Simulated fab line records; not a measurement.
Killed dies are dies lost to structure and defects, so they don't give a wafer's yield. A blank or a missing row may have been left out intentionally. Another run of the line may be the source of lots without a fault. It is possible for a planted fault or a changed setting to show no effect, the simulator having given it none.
Which tool did it? / flow n5 finfet / 9 lots with 27 wafers sampled at 6 steps, on a route of 1938 steps

## WHAT THE GAUGES SHOWED, per wafer
N5_BEOL_M4_RC_MEAS_101. Usual: DIBL_N 36.6 mV/V, standard deviation 1.7; DIBL_P 36.7 mV/V, standard deviation 2; IOFF_N 0.16 nA/um, standard deviation 0.033; IOFF_P 0.22 nA/um, standard deviation 0.04; ION_N 673 uA/um, standard deviation 12; ION_P 463 uA/um, standard deviation 7.9; SS_N 71.7 mV/dec, standard deviation 0.58; SS_P 73.3 mV/dec, standard deviation 0.64; VT_N 249 mV, standard deviation 3.3; VT_P -249 mV, standard deviation 3.1.
lot=L614; measured=day 8 05:27; on=prober-02; DIBL_N (mV/V)=37.2 35.7 38.3; DIBL_P (mV/V)=37.2 36.2 38.0; IOFF_N (nA/um)=0.15 0.14 0.17; IOFF_P (nA/um)=0.21 0.21 0.24; ION_N (uA/um)=653 671 683; ION_P (uA/um)=451 465 471; SS_N (mV/dec)=72.2 71.2 72.2; SS_P (mV/dec)=73.9 73.9 73.5; VT_N (mV)=252 247 249; VT_P (mV)=-254 -248 -252; flag=
lot=L618; measured=day 9 03:50; on=prober-02; DIBL_N (mV/V)=35.9 35.9 36.2; DIBL_P (mV/V)=36.8 37.5 36.7; IOFF_N (nA/um)=0.18 0.19 0.20; IOFF_P (nA/um)=0.22 0.24 0.24; ION_N (uA/um)=673 684 679; ION_P (uA/um)=455 461 458; SS_N (mV/dec)=71.8 72.5 72.3; SS_P (mV/dec)=72.9 73.3 73.2; VT_N (mV)=247 244 246; VT_P (mV)=-251 -250 -250; flag=
lot=L619; measured=day 9 14:52; on=prober-02; DIBL_N (mV/V)=36.4 35.3 37.1; DIBL_P (mV/V)=33.6 33.9 35.6; IOFF_N (nA/um)=0.15 0.13 0.15; IOFF_P (nA/um)=0.16 0.17 0.19; ION_N (uA/um)=659 662 655; ION_P (uA/um)=444 460 451; SS_N (mV/dec)=72.3 71.5 72.4; SS_P (mV/dec)=72.5 72.7 73.2; VT_N (mV)=252 254 253; VT_P (mV)=-255 -250 -251; flag=
lot=L629; measured=day 12 15:14; on=prober-02; DIBL_N (mV/V)=33.8 36.3 40.6; DIBL_P (mV/V)=32.9 36.2 42.1; IOFF_N (nA/um)=0.11 0.16 0.27; IOFF_P (nA/um)=0.17 0.23 0.35; ION_N (uA/um)=653 667 686; ION_P (uA/um)=454 462 471; SS_N (mV/dec)=71.0 71.6 72.9; SS_P (mV/dec)=71.8 72.4 74.0; VT_N (mV)=254 247 239; VT_P (mV)=-251 -245 -246; flag=
lot=L632; measured=day 13 14:06; on=prober-02; DIBL_N (mV/V)=38.3 37.6 36.4; DIBL_P (mV/V)=41.5 39.8 38.1; IOFF_N (nA/um)=0.21 0.18 0.16; IOFF_P (nA/um)=0.27 0.23 0.21; ION_N (uA/um)=694 677 669; ION_P (uA/um)=478 462 459; SS_N (mV/dec)=72.5 71.8 72.8; SS_P (mV/dec)=74.8 73.7 74.0; VT_N (mV)=247 251 252; VT_P (mV)=-251 -249 -251; flag=
lot=L633; measured=day 13 23:58; on=prober-02; DIBL_N (mV/V)=38.8 39.8 38.0; DIBL_P (mV/V)=39.4 39.9 37.9; IOFF_N (nA/um)=0.23 0.24 0.19; IOFF_P (nA/um)=0.33 0.33 0.29; ION_N (uA/um)=705 710 676; ION_P (uA/um)=492 487 473; SS_N (mV/dec)=72.3 71.7 71.3; SS_P (mV/dec)=74.1 73.6 73.4; VT_N (mV)=243 243 247; VT_P (mV)=-241 -240 -245; flag=
lot=L634; measured=day 14 01:58; on=prober-02; DIBL_N (mV/V)=36.0 36.1 35.2; DIBL_P (mV/V)=37.2 37.1 37.1; IOFF_N (nA/um)=0.16 0.16 0.15; IOFF_P (nA/um)=0.20 0.21 0.21; ION_N (uA/um)=664 664 675; ION_P (uA/um)=458 455 465; SS_N (mV/dec)=71.9 71.8 71.7; SS_P (mV/dec)=73.5 73.3 73.1; VT_N (mV)=247 251 250; VT_P (mV)=-250 -250 -249; flag=
lot=L635; measured=day 13 20:07; on=prober-01; DIBL_N (mV/V)=35.2 35.2 35.2; DIBL_P (mV/V)=34.2 34.8 34.8; IOFF_N (nA/um)=0.14 0.14 0.14; IOFF_P (nA/um)=0.21 0.22 0.22; ION_N (uA/um)=664 677 667; ION_P (uA/um)=461 471 464; SS_N (mV/dec)=71.9 72.0 71.6; SS_P (mV/dec)=72.5 72.5 72.4; VT_N (mV)=250 251 250; VT_P (mV)=-246 -248 -246; flag=

## WHICH TOOL RAN EACH LOT (tool, then ch and the chambers of the sampled wafers, then the start)
lot=L614; N5_FIN_CUT_CUT_ETCH_28=rie si-04 ch 1,2,3, day 2 15:55; N5_FIN_CUT_STRIP_22=rie diel-06 ch 0,1,3, day 2 16:01; N5_STI_FIN_REVEAL_CMP_04=cmp-04 ch 0,1,3, day 2 22:04; N5_DUMMY_GATE_CVD_03=lpcvd-01 ch 0/15,0/20,0/29, day 3 01:59; N5_DUMMY_GATE_CMP_04=cmp-04 ch 1,2,3, day 3 05:43
lot=L618; N5_FIN_CUT_CUT_ETCH_28=rie si-03 ch 0,2,3, day 3 14:47; N5_FIN_CUT_STRIP_22=rie diel-01 ch 2,3, day 3 14:52; N5_STI_FIN_REVEAL_CMP_04=cmp-02 ch 1,2,3, day 3 20:13; N5_DUMMY_GATE_CVD_03=lpcvd-02 ch 1/79,1/84,1/89, day 4 01:22; N5_DUMMY_GATE_CMP_04=cmp-01 ch 2,3, day 4 05:16
lot=L619; N5_FIN_CUT_CUT_ETCH_28=rie si-02 ch 1,3, day 3 21:52; N5_FIN_CUT_STRIP_22=rie diel-06 ch 1,2,3, day 3 22:01; N5_STI_FIN_REVEAL_CMP_04=cmp-02 ch 0,1, day 4 03:30; N5_DUMMY_GATE_CVD_03=lpcvd-02 ch 0/75,0/79,0/84, day 4 07:52; N5_DUMMY_GATE_CMP_04=cmp-03 ch 0,1,2, day 4 11:40
lot=L621; N5_FIN_CUT_CUT_ETCH_28=rie si-03 ch 0,3, day 4 10:47; N5_FIN_CUT_STRIP_22=rie diel-01 ch 0,3, day 4 10:53; N5_STI_FIN_REVEAL_CMP_04=cmp-02 ch 0,1, day 4 16:38; N5_DUMMY_GATE_CVD_03=lpcvd-02 ch 1/20,1/29,1/39, day 4 20:42; N5_DUMMY_GATE_CMP_04=cmp-04 ch 0,3, day 5 00:26
lot=L629; N5_FIN_CUT_CUT_ETCH_28=rie si-04 ch 1,3, day 6 09:09; N5_FIN_CUT_STRIP_22=rie diel-01 ch 1,2, day 6 09:13; N5_STI_FIN_REVEAL_CMP_04=cmp-03 ch 0,1,2, day 6 14:32; N5_DUMMY_GATE_CVD_03=lpcvd-01 ch 1/65,1/79,1/84, day 6 18:19; N5_DUMMY_GATE_CMP_04=cmp-04 ch 1,2,3, day 6 22:05
lot=L632; N5_FIN_CUT_CUT_ETCH_28=rie si-04 ch 2,3, day 7 04:14; N5_FIN_CUT_STRIP_22=rie diel-02 ch 0,3, day 7 04:30; N5_STI_FIN_REVEAL_CMP_04=cmp-02 ch 1,3, day 7 09:50; N5_DUMMY_GATE_CVD_03=lpcvd-01 ch 1/114,1/90,1/95, day 7 13:41; N5_DUMMY_GATE_CMP_04=cmp-04 ch 0,3, day 7 17:25
lot=L633; N5_FIN_CUT_CUT_ETCH_28=rie si-04 ch 0,3, day 7 12:23; N5_FIN_CUT_STRIP_22=rie diel-02 ch 0,3, day 7 12:27; N5_STI_FIN_REVEAL_CMP_04=cmp-03 ch 0,1,3, day 7 17:53; N5_DUMMY_GATE_CVD_03=lpcvd-02 ch 0/25,0/34,0/39, day 7 21:43; N5_DUMMY_GATE_CMP_04=cmp-01 ch 0,1,3, day 8 01:33
lot=L634; N5_FIN_CUT_CUT_ETCH_28=rie si-02 ch 0,1,2, day 7 14:50; N5_FIN_CUT_STRIP_22=rie diel-01 ch 1,2,3, day 7 14:54; N5_STI_FIN_REVEAL_CMP_04=cmp-02 ch 1,3, day 7 20:13; N5_DUMMY_GATE_CVD_03=lpcvd-01 ch 1/104,1/114,1/90, day 8 00:34; N5_DUMMY_GATE_CMP_04=cmp-01 ch 2,3, day 8 04:19
lot=L635; N5_FIN_CUT_CUT_ETCH_28=rie si-03 ch 1,2,3, day 8 01:17; N5_FIN_CUT_STRIP_22=rie diel-01 ch 0,2,3, day 8 01:23; N5_STI_FIN_REVEAL_CMP_04=cmp-04 ch 0,1,2, day 8 06:59; N5_DUMMY_GATE_CVD_03=lpcvd-02 ch 0/40,0/45,0/50, day 8 12:19; N5_DUMMY_GATE_CMP_04=cmp-01 ch 0,1,2, day 8 16:05
- N5_FIN_CUT_CUT_ETCH_28: etches Si in HBr/Cl2/O2, target depth 6 nm, time 2.4 s.
- N5_FIN_CUT_STRIP_22: strips in N2/H2.
- N5_STI_FIN_REVEAL_CMP_04: polishes, stops on Si3N4, t overpolish 4 s, target thk 131.83 nm.
- N5_DUMMY_GATE_CVD_03: deposits a-Si from SiH4, target thk 150 nm, time 8042 s.
- N5_DUMMY_GATE_CMP_04: polishes a-Si.

## AS READ BY THE TOOLS THEMSELVES (means over the sampled wafers that have a number; for cases with no such wafer, the mark the record gives instead)
N5_FIN_CUT_CUT_ETCH_28. Usual: HBr_flow_sccm 150.0 sccm, standard deviation 0.46; drypump motor current A 5.7 A, standard deviation 0.48; mfc cl2 sccm 80.00 sccm, standard deviation 0.22; oes product au 1.000 a.u., standard deviation 0.012; throttle valve pct 37.15 %, standard deviation 0.18.
lot=L614; tool=rie si-04; HBr_flow_sccm (sccm)=149.7; drypump motor current A (A)=5.6; mfc cl2 sccm (sccm)=80.02; oes product au (a.u.)=0.996; throttle valve pct (%)=36.95; flag=
lot=L618; tool=rie si-03; HBr_flow_sccm (sccm)=150.3; drypump motor current A (A)=6.0; mfc cl2 sccm (sccm)=79.92; oes product au (a.u.)=0.991; throttle valve pct (%)=37.26; flag=
lot=L619; tool=rie si-02; HBr_flow_sccm (sccm)=150.3; drypump motor current A (A)=6.0; mfc cl2 sccm (sccm)=79.81; oes product au (a.u.)=1.010; throttle valve pct (%)=37.26; flag=
lot=L621; tool=rie si-03; HBr_flow_sccm (sccm)=149.6; drypump motor current A (A)=6.3; mfc cl2 sccm (sccm)=80.02; oes product au (a.u.)=0.996; throttle valve pct (%)=37.27; flag=
lot=L629; tool=rie si-04; HBr_flow_sccm (sccm)=150.0; drypump motor current A (A)=5.7; mfc cl2 sccm (sccm)=79.89; oes product au (a.u.)=0.997; throttle valve pct (%)=36.83; flag=
lot=L632; tool=rie si-04; HBr_flow_sccm (sccm)=149.5; drypump motor current A (A)=5.6; mfc cl2 sccm (sccm)=79.76; oes product au (a.u.)=1.002; throttle valve pct (%)=36.94; flag=
lot=L633; tool=rie si-04; HBr_flow_sccm (sccm)=149.9; drypump motor current A (A)=5.4; mfc cl2 sccm (sccm)=80.16; oes product au (a.u.)=1.000; throttle valve pct (%)=36.92; flag=
lot=L634; tool=rie si-02; HBr_flow_sccm (sccm)=150.1; drypump motor current A (A)=5.6; mfc cl2 sccm (sccm)=80.03; oes product au (a.u.)=1.009; throttle valve pct (%)=37.17; flag=
lot=L635; tool=rie si-03; HBr_flow_sccm (sccm)=150.0; drypump motor current A (A)=6.1; mfc cl2 sccm (sccm)=80.02; oes product au (a.u.)=1.000; throttle valve pct (%)=37.27; flag=

N5_FIN_CUT_STRIP_22. Usual: for bias power w, 7.999 W with a standard deviation of 0.025; for drypump motor current A, 5.55 A with a standard deviation of 0.26; for n2 flow sccm, 299.9 sccm with a standard deviation of 0.91; for oes product au, 0.78 a.u. with a standard deviation of 0.082; for rf vpp V, 54.5 V with a standard deviation of 2.3; for showerhead plenum p Torr, 3.40 Torr with a standard deviation of 0.1; for throttle valve pct, 18.8 % with a standard deviation of 0.37.
lot=L614; tool=rie diel-06; bias power w (W)=7.995; drypump motor current A (A)=5.68; n2 flow sccm (sccm)=299.3; oes product au (a.u.)=0.79; rf vpp V (V)=54.7; showerhead plenum p Torr (Torr)=3.42; throttle valve pct (%)=18.7; flag=
lot=L618; tool=rie diel-01; bias power w (W)=7.976; drypump motor current A (A)=5.37; n2 flow sccm (sccm)=299.6; oes product au (a.u.)=0.84; rf vpp V (V)=52.9; showerhead plenum p Torr (Torr)=3.43; throttle valve pct (%)=18.7; flag=
lot=L619; tool=rie diel-06; bias power w (W)=7.986; drypump motor current A (A)=5.54; n2 flow sccm (sccm)=300.5; oes product au (a.u.)=0.80; rf vpp V (V)=53.8; showerhead plenum p Torr (Torr)=3.47; throttle valve pct (%)=18.8; flag=
lot=L621; tool=rie diel-01; bias power w (W)=8.007; drypump motor current A (A)=5.34; n2 flow sccm (sccm)=299.0; oes product au (a.u.)=0.83; rf vpp V (V)=54.3; showerhead plenum p Torr (Torr)=3.29; throttle valve pct (%)=18.7; flag=
lot=L629; tool=rie diel-01; bias power w (W)=8.018; drypump motor current A (A)=5.58; n2 flow sccm (sccm)=299.2; oes product au (a.u.)=0.71; rf vpp V (V)=53.6; showerhead plenum p Torr (Torr)=3.45; throttle valve pct (%)=18.9; flag=
lot=L632; tool=rie diel-02; bias power w (W)=8.030; drypump motor current A (A)=5.20; n2 flow sccm (sccm)=300.2; oes product au (a.u.)=0.71; rf vpp V (V)=52.4; showerhead plenum p Torr (Torr)=3.38; throttle valve pct (%)=19.2; flag=
lot=L633; tool=rie diel-02; bias power w (W)=7.994; drypump motor current A (A)=5.19; n2 flow sccm (sccm)=299.2; oes product au (a.u.)=0.71; rf vpp V (V)=56.5; showerhead plenum p Torr (Torr)=3.37; throttle valve pct (%)=19.2; flag=
lot=L634; tool=rie diel-01; bias power w (W)=7.993; drypump motor current A (A)=5.47; n2 flow sccm (sccm)=300.5; oes product au (a.u.)=0.74; rf vpp V (V)=54.8; showerhead plenum p Torr (Torr)=3.43; throttle valve pct (%)=18.9; flag=
lot=L635; tool=rie diel-01; bias power w (W)=8.005; drypump motor current A (A)=5.44; n2 flow sccm (sccm)=299.7; oes product au (a.u.)=0.76; rf vpp V (V)=53.8; showerhead plenum p Torr (Torr)=3.35; throttle valve pct (%)=18.9; flag=

N5_STI_FIN_REVEAL_CMP_04. Usual: motor current A 8.4 A, standard deviation 0.74; overpolish run s 4.000 s, standard deviation 0.0088; time to endpoint s 107 s, standard deviation 5.4.
lot=L614; tool=cmp-04; motor current A (A)=8.2; overpolish run s (s)=4.003; time to endpoint s (s)=106; flag=
lot=L618; tool=cmp-02; motor current A (A)=8.6; overpolish run s (s)=3.998; time to endpoint s (s)=101; flag=
lot=L619; tool=cmp-02; motor current A (A)=8.7; overpolish run s (s)=3.996; time to endpoint s (s)=102; flag=
lot=L621; tool=cmp-02; motor current A (A)=8.7; overpolish run s (s)=4.004; time to endpoint s (s)=104; flag=
lot=L629; tool=cmp-03; motor current A (A)=8.4; overpolish run s (s)=3.994; time to endpoint s (s)=105; flag=
lot=L632; tool=cmp-02; motor current A (A)=8.0; overpolish run s (s)=3.998; time to endpoint s (s)=110; flag=
lot=L633; tool=cmp-03; motor current A (A)=8.3; overpolish run s (s)=4.002; time to endpoint s (s)=106; flag=
lot=L634; tool=cmp-02; motor current A (A)=8.1; overpolish run s (s)=3.993; time to endpoint s (s)=105; flag=
lot=L635; tool=cmp-04; motor current A (A)=8.2; overpolish run s (s)=4.001; time to endpoint s (s)=114; flag=

N5_DUMMY_GATE_CVD_03. Usual: zone power bottom pct at 10.8 %, with a standard deviation of 1.2.
lot=L614; tool=lpcvd-01; zone power bottom pct (%)=11.1; flag=
lot=L618; tool=lpcvd-02; zone power bottom pct (%)=10.2; flag=
lot=L619; tool=lpcvd-02; zone power bottom pct (%)=12.1; flag=
lot=L621; tool=lpcvd-02; zone power bottom pct (%)=10.2; flag=
lot=L629; tool=lpcvd-01; zone power bottom pct (%)=9.3; flag=
lot=L632; tool=lpcvd-01; zone power bottom pct (%)=9.3; flag=
lot=L633; tool=lpcvd-02; zone power bottom pct (%)=12.1; flag=
lot=L634; tool=lpcvd-01; zone power bottom pct (%)=9.2; flag=
lot=L635; tool=lpcvd-02; zone power bottom pct (%)=12.1; flag=

N5_DUMMY_GATE_CMP_04. Usual: motor current A 9.9 A, standard deviation 0.86; time to endpoint s 15.4 s, standard deviation 2.6.
lot=L614; tool=cmp-04; motor current A (A)=11.0; time to endpoint s (s)=18.5; flag=
lot=L618; tool=cmp-01; motor current A (A)=9.7; time to endpoint s (s)=14.8; flag=
lot=L619; tool=cmp-03; motor current A (A)=10.6; time to endpoint s (s)=14.6; flag=
lot=L621; tool=cmp-04; motor current A (A)=10.4; time to endpoint s (s)=7.0; flag=OFF
lot=L629; tool=cmp-04; motor current A (A)=10.9; time to endpoint s (s)=18.2; flag=
lot=L632; tool=cmp-04; motor current A (A)=10.3; time to endpoint s (s)=16.2; flag=
lot=L633; tool=cmp-01; motor current A (A)=9.2; time to endpoint s (s)=14.7; flag=
lot=L634; tool=cmp-01; motor current A (A)=9.8; time to endpoint s (s)=11.6; flag=
lot=L635; tool=cmp-01; motor current A (A)=9.2; time to endpoint s (s)=15.6; flag=

## THE ANSWER, worked out from the rows above alone
Rule: lot off if the mean of its wafers having a number is beyond 3 standard deviations from the usual mean. Also off: a lot with no number at a reading for which 4 or more lots have one. Where the step has rows for the other lots, those lots are counted as sound. Order of review: gauges by route order, followed by the tools' own readings, for which a lot's mean as printed above is used. At the first step where some lot is off, the reading lying furthest off is the one used; lots without a number count as furthest.
Off: L621, at N5_DUMMY_GATE_CMP_04 (time to endpoint s).
If a tool, at that step or one of the process steps before it, ran each lot that is off and ran no sound lot following the first of them, it fits. None of those tried fits.

## WHAT THE SIMULATOR HAD INSERTED
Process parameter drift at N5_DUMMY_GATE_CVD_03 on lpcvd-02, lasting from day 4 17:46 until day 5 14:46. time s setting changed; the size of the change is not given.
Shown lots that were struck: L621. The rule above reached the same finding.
